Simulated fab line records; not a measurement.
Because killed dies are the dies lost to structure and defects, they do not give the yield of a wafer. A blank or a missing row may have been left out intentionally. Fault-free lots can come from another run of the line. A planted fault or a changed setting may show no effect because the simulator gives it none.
Split-lot experiment -- flow n5Finfet -- 39 wafers read across 7 lots, on a route 1938 steps long

THE SPLIT
At N5_BEOL_M0_SAQP_SPACER2_ALD_26 (deposits SiO2, target thk 15 nm, pulse time 1 s, purge time 2 s), the setting targetThkA was moved away from the recipe's 150 angstrom on 15 of the 39 wafers read, by -56.7% to +43.1%. The other wafers ran this setting at the recipe's value.

FROM THE SPLIT TO THE READING: what the file shows between them, 2 steps
- N5_BEOL_M0_SAQP_SPACER2_ETCHBACK_27: etches SiO2 in CHF3/O2, target depth 22.5 nm, time 11.25 s
- N5_BEOL_M0_SAQP_MANDREL2_REMOVE_110: chemistry HBr/Cl2/O2, target a-Si, stops on SiCN, bt time 10 s

THE READING
cdNm (nm) at N5_BEOL_M0_SAQP_CD_MEAS_29, where the cd target is 14.4 nm. On this fab line, fault-free wafers typically give 15.01 nm with a standard deviation of 0.2 nm.

wafer,"tool, chamber at the split","targetThkA as run, angstrom",against the recipe,"cdNm, nm",against lot-mates on the recipe
L074.1,"aldSin-03, 2,1,2",150,recipe,15.20,-
L074.2,"aldSin-03, 1,0,3",203.7,+35.8%,20.49,+5.41
L074.3,"aldSin-03, 1,0,3",203.7,+35.8%,20.30,+5.22
L074.4,"aldSin-03, 1,0,3",203.7,+35.8%,20.22,+5.14
L074.5,"aldSin-03, 2,1,2",150,recipe,14.88,-
L074.6,"aldSin-03, 2,1,2",150,recipe,15.16,-
L076.1,"aldSin-01, 3",150,recipe,14.96,-
L076.2,"aldSin-01, 1,2,0,0,1",150,recipe,14.53,-
L076.3,"aldSin-01, 1,2,0,0,1",150,recipe,15.11,-
L076.4,"aldSin-01, 1,2,0,0,1",150,recipe,14.79,-
L076.5,"aldSin-01, 1,2,0,0,1",150,recipe,14.88,-
L076.6,"aldSin-01, 1,2,0,0,1",150,recipe,14.95,-
L078.1,"aldSin-02, 3,1,1",150,recipe,15.12,-
L078.2,"aldSin-02, 2,0,0",193.7,+29.1%,19.60,+4.42
L078.3,"aldSin-02, 3,1,1",150,recipe,15.15,-
L078.4,"aldSin-02, 2,0,0",193.7,+29.1%,19.70,+4.52
L078.5,"aldSin-02, 3,1,1",150,recipe,15.26,-
L078.6,"aldSin-02, 2,0,0",193.7,+29.1%,19.48,+4.30
L081.3,"aldSin-03, 0",150,recipe,15.18,-
L081.4,"aldSin-03, 0",150,recipe,14.67,-
L081.6,"aldSin-03, 3",150,recipe,15.14,-
L085.1,"aldSin-02, 3,1,0",150,recipe,15.55,-
L085.2,"aldSin-02, 2,0",64.91,-56.7%,6.76,-8.30
L085.3,"aldSin-02, 3,1,0",150,recipe,14.82,-
L085.4,"aldSin-02, 3,1,0",150,recipe,14.80,-
L085.5,"aldSin-02, 2,0",64.91,-56.7%,6.52,-8.54
L085.6,"aldSin-02, 3",64.91,-56.7%,6.58,-8.48
L087.1,"aldSin-02, 1,3,0",150,recipe,14.79,-
L087.2,"aldSin-02, 2,0,3",214.7,+43.1%,21.64,+6.66
L087.3,"aldSin-02, 1,3,0",150,recipe,15.08,-
L087.4,"aldSin-02, 2,0,3",214.7,+43.1%,21.31,+6.33
L087.5,"aldSin-02, 2,0,3",214.7,+43.1%,21.39,+6.41
L087.6,"aldSin-02, 1,3,0",150,recipe,15.06,-
L093.1,"aldSin-02, 1,3",184.9,+23.3%,18.22,+3.30
L093.2,"aldSin-02, 2",150,recipe,14.96,-
L093.3,"aldSin-02, 1,3",184.9,+23.3%,18.78,+3.86
L093.4,"aldSin-02, 0",184.9,+23.3%,18.64,+3.72
L093.5,"aldSin-02, 3,2",150,recipe,14.59,-
L093.6,"aldSin-02, 3,2",150,recipe,15.20,-
Where a row lists several chambers, the file gives one row for several wafers and doesn't say which wafer went through which chamber.

THE FIT
A straight line over all 39 wafers: cdNm changes by +0.15 nm for each +1% of targetThkA; r = +1.00; the points scatter about the line by 0.22 nm.
The same after taking each lot's own level away (the mean of its wafers on the recipe; 39 wafers): +0.149 nm for each +1%; r = +1.00; scatter 0.2 nm.
That fit puts the effect of the largest move of targetThkA on the reading at 8.5 nm.
Measured against the standard deviation above, the lots' own levels, which go from 14.870 to 15.177 nm, span 1.5 times it.
The two slopes agree, so the slope changes little with the lot-to-lot level.
Check: -8.5 nm against its lot-mates is what the line predicts for one of the wafers moved furthest among these (-56.7%) when that wafer is left out of the fit. Against them it came out at -8.3 nm.

FURTHER SPLITS ON THESE WAFERS
Note: prior to the reading, these wafers also went through further splits. Each is held against what the fit with the lots' levels taken away leaves over:
other split on the same wafers,wafers away from the commonest value,r with cdNm (lot level and that fit taken away)
N5_FIN_SAQP_HM_DEP_03 timeS,15,-0.04
N5_SD_EPI_N_ETCH_45 targetDepthA,18,-0.19

THE WHOLE CHAIN: every reading that the file lists as answering this split, in the file's order
step,what it does,reading,change (the file's fit),r (the file's)
N5_BEOL_M0_SAQP_SPACER2_ALD_26,"deposits SiO2, target thk 15 nm, pulse time 1 s, purge time 2 s","SiO2_of_BEOL_M0_SAQP_SPACER2_ALD_26.thkNm (the simulator's own value, which no gauge read)",+0.15 nm for each +1% of the setting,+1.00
N5_BEOL_M0_SAQP_MANDREL2_REMOVE_110,"chemistry HBr/Cl2/O2, target a-Si, stops on SiCN, bt time 10 s","SiO2_of_BEOL_M0_SAQP_SPACER2_ALD_26.thkNm (the simulator's own value, which no gauge read)",+0.145 nm for each +1% of the setting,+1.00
N5_BEOL_M0_SAQP_MANDREL2_REMOVE_110,"chemistry HBr/Cl2/O2, target a-Si, stops on SiCN, bt time 10 s","BEOL_M0_SAQP.cdNm (the simulator's own value, which no gauge read)",+0.15 nm for each +1% of the setting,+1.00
N5_BEOL_M0_SAQP_CD_MEAS_29,target cd 14.4 nm,cdNm,+0.15 nm for each +1% of the setting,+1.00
N5_BEOL_M0_CUTY_ETCH_63,"etches SOC in N2/H2, target depth 82.7 nm, overetch 16.5 nm, time 124 s","SiO2_of_BEOL_M0_SAQP_SPACER2_ALD_26.thkNm (the simulator's own value, which no gauge read)",+0.129 nm for each +1% of the setting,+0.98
N5_BEOL_M0_ETCH_138,"etches SiCN in CH3F/O2, target depth 12 nm, time 31.6 s","SiO2_of_BEOL_M0_SAQP_SPACER2_ALD_26.thkNm (the simulator's own value, which no gauge read)",+0.121 nm for each +1% of the setting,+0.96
N5_BEOL_M0_HM_OPEN_105,"chemistry Cl2/BCl3, target TiN, target depth 12 nm","SiO2_of_BEOL_M0_SAQP_SPACER2_ALD_26.thkNm (the simulator's own value, which no gauge read)","not straight: 0.4 at the lowest setting, 2.708 at the recipe, 9 at the highest",not given

FILE'S OWN FIT
cdNm changes by +0.15 nm for each +1% of targetThkA, r = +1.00.
